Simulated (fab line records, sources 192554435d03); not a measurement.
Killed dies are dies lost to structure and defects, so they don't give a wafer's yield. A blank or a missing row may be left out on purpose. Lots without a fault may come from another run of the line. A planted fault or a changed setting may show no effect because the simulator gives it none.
Chamber matching | flow n5_finfet | N5_BEOL_M0_SAQP_MANDREL1_REMOVE_100 on rie_si-05: 4 sister chambers
The step chemistry HBr/Cl2/O2, target a-Si, stops on SiNx, bt time 10 s. 20 wafers are shown with their chamber, then 10 later ones without.

WAFERS WITH THEIR CHAMBER
wafer  | chamber | throttle_valve_pct (%) | drypump_motor_current_A (A) | oes_product_au (a.u.)
L074.3 | 2       | 37.17                  | 5.6                         | 1.024
L074.4 | 3       | 36.34                  | 5.5                         | 0.992
L074.5 | 1       | 36.87                  | 5.0                         | 0.981
L075.2 | 2       | 37.16                  | 5.6                         | 1.020
L075.4 | 1       | 36.88                  | 5.0                         | 0.982
L075.6 | 3       | 36.34                  | 5.5                         | 0.997
L080.1 | 2       | 37.17                  | 5.6                         | 1.022
L080.2 | 1       | 36.86                  | 5.0                         | 0.965
L080.5 | 3       | 36.34                  | 5.5                         | 0.995
L084.3 | 0       | 36.80                  | 6.2                         | 1.014
L084.5 | 2       | 37.17                  | 5.6                         | 1.023
L084.6 | 1       | 36.86                  | 5.0                         | 0.980
L085.3 | 1       | 36.89                  | 5.0                         | 0.975
L085.4 | 3       | 36.33                  | 5.5                         | 0.991
L085.6 | 0       | 36.80                  | 6.1                         | 1.019
L088.3 | 2       | 37.17                  | 5.6                         | 1.023
L088.5 | 2       | 37.18                  | 5.6                         | 1.018
L088.6 | 3       | 36.34                  | 5.5                         | 0.993
L090.2 | 3       | 36.33                  | 5.5                         | 0.997
L090.4 | 0       | 36.79                  | 6.2                         | 1.018

SIGNATURES (means of the wafers above)
reading                 | chamber 0 | chamber 1 | chamber 2 | chamber 3 | scatter within a chamber
throttle_valve_pct      | 36.7967   | 36.8720   | 37.1700   | 36.3367   | 0.00822
drypump_motor_current_A | 6.167     | 5.000     | 5.600     | 5.500     | 0.0204
oes_product_au          | 1.01700   | 0.97660   | 1.02167   | 0.99417   | 0.0041
Rule: a wafer's distance from a chamber is the root of the sum, over the readings, of the square of ((its reading less the chamber's mean) divided by the reading's scatter). The wafer belongs to the nearest chamber; if the next one is less than 2 further off, it can't be placed. The scatter: the root of (the sum of the squares of (reading less its chamber's mean) over the shown wafers, divided by (wafers less chambers)).

WAFERS WITHOUT THEIR CHAMBER
wafer  | throttle_valve_pct (%) | drypump_motor_current_A (A) | oes_product_au (a.u.)
L090.5 | 36.88                  | 5.0                         | 0.966
L091.1 | 36.32                  | 5.5                         | 1.003
L091.3 | 37.17                  | 5.6                         | 1.036
L091.4 | 36.80                  | 6.1                         | 1.024
L092.2 | 36.80                  | 6.2                         | 1.022
L092.3 | 36.88                  | 5.0                         | 0.971
L092.4 | 36.34                  | 5.5                         | 0.997
L095.1 | 36.79                  | 6.1                         | 1.022
L095.4 | 36.86                  | 5.0                         | 0.990
L095.6 | 37.17                  | 5.6                         | 1.030

WHICH CHAMBER EACH WENT THROUGH
wafer  | from the rows above | in truth
L090.5 | 1                   | 1
L091.1 | 3                   | 3
L091.3 | 2                   | 2
L091.4 | 0                   | 0
L092.2 | 0                   | 0
L092.3 | 1                   | 1
L092.4 | 3                   | 3
L095.1 | 0                   | 0
L095.4 | 1                   | 1
L095.6 | 2                   | 2
Placed correctly: 10 of 10. Can't be placed from these rows: 0. Placed wrongly: 0.
